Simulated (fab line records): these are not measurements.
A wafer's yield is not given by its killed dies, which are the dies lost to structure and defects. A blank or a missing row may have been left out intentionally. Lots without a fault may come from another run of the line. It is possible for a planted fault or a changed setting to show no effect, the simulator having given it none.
Split-lot experiment | flow n5-finfet | 21 wafers read from 7 lots, route of 1938 steps

## ON THE SPLIT
At N5_BEOL_M8_COAT_22 (resist thk 30 nm), the setting spin-rpm was moved away from the recipe's 1500 rpm on 7 of the 21 wafers read, by -9.4% to +7.0%. For the rest of the wafers, this setting stayed at what the recipe calls for.

## FROM THE SPLIT TO THE READING: what the file shows between them, 2 steps
- N5_BEOL_M8_EBR_24
- N5_BEOL_M8_SOFTBAKE_23: time 60 s

## THE READING
CAR-EUV_of_BEOL_M8_COAT_22.thk-nm (the simulator's own value, which no gauge read), in nm, at N5_BEOL_M8_DESCUM_33 (chemistry O2, time 7 s). The file gives no usual value for it. Here, 14 wafers ran the recipe; their average is 26.1 nm with a standard deviation of 0.09 nm.

wafer  | tool, chamber at the split | spin-rpm as run, rpm | against the recipe | CAR-EUV_of_BEOL_M8_COAT_22.thk-nm, nm | against lot-mates on the recipe
L082.1 | litho-track-01, 0          | 1359                 | -9.4%              | 27.6                                  | +1.6
L082.3 | litho-track-01, 0          | 1359                 | -9.4%              | 27.6                                  | +1.6
L082.2 | litho-track-01, 0          | 1500                 | recipe             | 26                                    | -
L083.4 | litho-track-03, 0          | 1500                 | recipe             | 26.2                                  | -
L083.5 | litho-track-03, 0          | 1500                 | recipe             | 26.2                                  | -
L083.6 | litho-track-03, 0          | 1558                 | +3.9%              | 25.6                                  | -0.6
L087.2 | litho-track-03, 0          | 1500                 | recipe             | 26                                    | -
L087.5 | litho-track-03, 0          | 1500                 | recipe             | 26                                    | -
L087.6 | litho-track-03, 0          | 1500                 | recipe             | 26                                    | -
L089.1 | litho-track-01, 0          | 1500                 | recipe             | 26                                    | -
L089.5 | litho-track-01, 0          | 1500                 | recipe             | 26                                    | -
L089.6 | litho-track-01, 0          | 1500                 | recipe             | 26                                    | -
L088.2 | litho-track-03, 0          | 1605                 | +7.0%              | 25                                    | -1.2
L088.5 | litho-track-03, 0          | 1605                 | +7.0%              | 25.2                                  | -1.0
L088.6 | litho-track-03, 0          | 1500                 | recipe             | 26.2                                  | -
L094.1 | litho-track-02, 0          | 1444                 | -3.7%              | 26.6                                  | +0.4
L094.4 | litho-track-02, 0          | 1444                 | -3.7%              | 26.6                                  | +0.4
L094.5 | litho-track-02, 0          | 1500                 | recipe             | 26.2                                  | -
L093.1 | litho-track-03, 0          | 1500                 | recipe             | 26                                    | -
L093.3 | litho-track-03, 0          | 1500                 | recipe             | 26                                    | -
L093.5 | litho-track-03, 0          | 1500                 | recipe             | 26                                    | -

THE FIT
A straight line over all 21 wafers: CAR-EUV_of_BEOL_M8_COAT_22.thk-nm changes by -0.151 nm for each +1% of spin-rpm; r = -0.99; the points scatter about the line by 0.1 nm.
The same after taking each lot's own level away (the mean of its wafers on the recipe; 21 wafers): -0.16 nm for each +1%; r = -0.99; scatter 0.078 nm.
The reading moves by 1.5 nm for the largest change in spin-rpm, on that fit.
Across the lots, their own levels run from 26.00 to 26.20 nm, a range of 2.2 times the standard deviation given above.
The two slopes are in agreement: the lot-to-lot level therefore moves the slope only a little.
Check: +1.45 nm against its lot-mates is what the line predicts for one of the wafers moved furthest among these (-9.4%) when that wafer is left out of the fit. It came out at +1.6 nm against them.

## OTHER SPLITS APPLIED TO THESE WAFERS
Note: prior to the reading, these wafers also went through further splits. Each is held against what the fit with the lots' levels taken away leaves over:
other split on the same wafers   | wafers away from the commonest value | r with CAR-EUV_of_BEOL_M8_COAT_22.thk-nm (lot level and that fit taken away)
N5_BEOL_M6_TRENCH_ETCH_37 time-s | 6                                    | +0.15
N5_BEOL_M7_COAT_59 spin-rpm      | 8                                    | -0.18
N5_BEOL_M7_COAT_05 spin-rpm      | 5                                    | +0.41

## THE WHOLE CHAIN: every reading that the file lists as answering this split, in the file's order
step                 | what it does           | reading                                                                            | change (the file's fit)               | r (the file's)
N5_BEOL_M8_COAT_22   | resist thk 30 nm       | CAR-EUV_of_BEOL_M8_COAT_22.thk-nm (the simulator's own value, which no gauge read) | -0.153 nm for each +1% of the setting | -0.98
N5_BEOL_M8_DESCUM_33 | chemistry O2, time 7 s | CAR-EUV_of_BEOL_M8_COAT_22.thk-nm (the simulator's own value, which no gauge read) | -0.16 nm for each +1% of the setting  | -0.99

## THE FILE'S OWN FIT
CAR-EUV_of_BEOL_M8_COAT_22.thk-nm changes by -0.16 nm for each +1% of spin-rpm, r = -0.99.
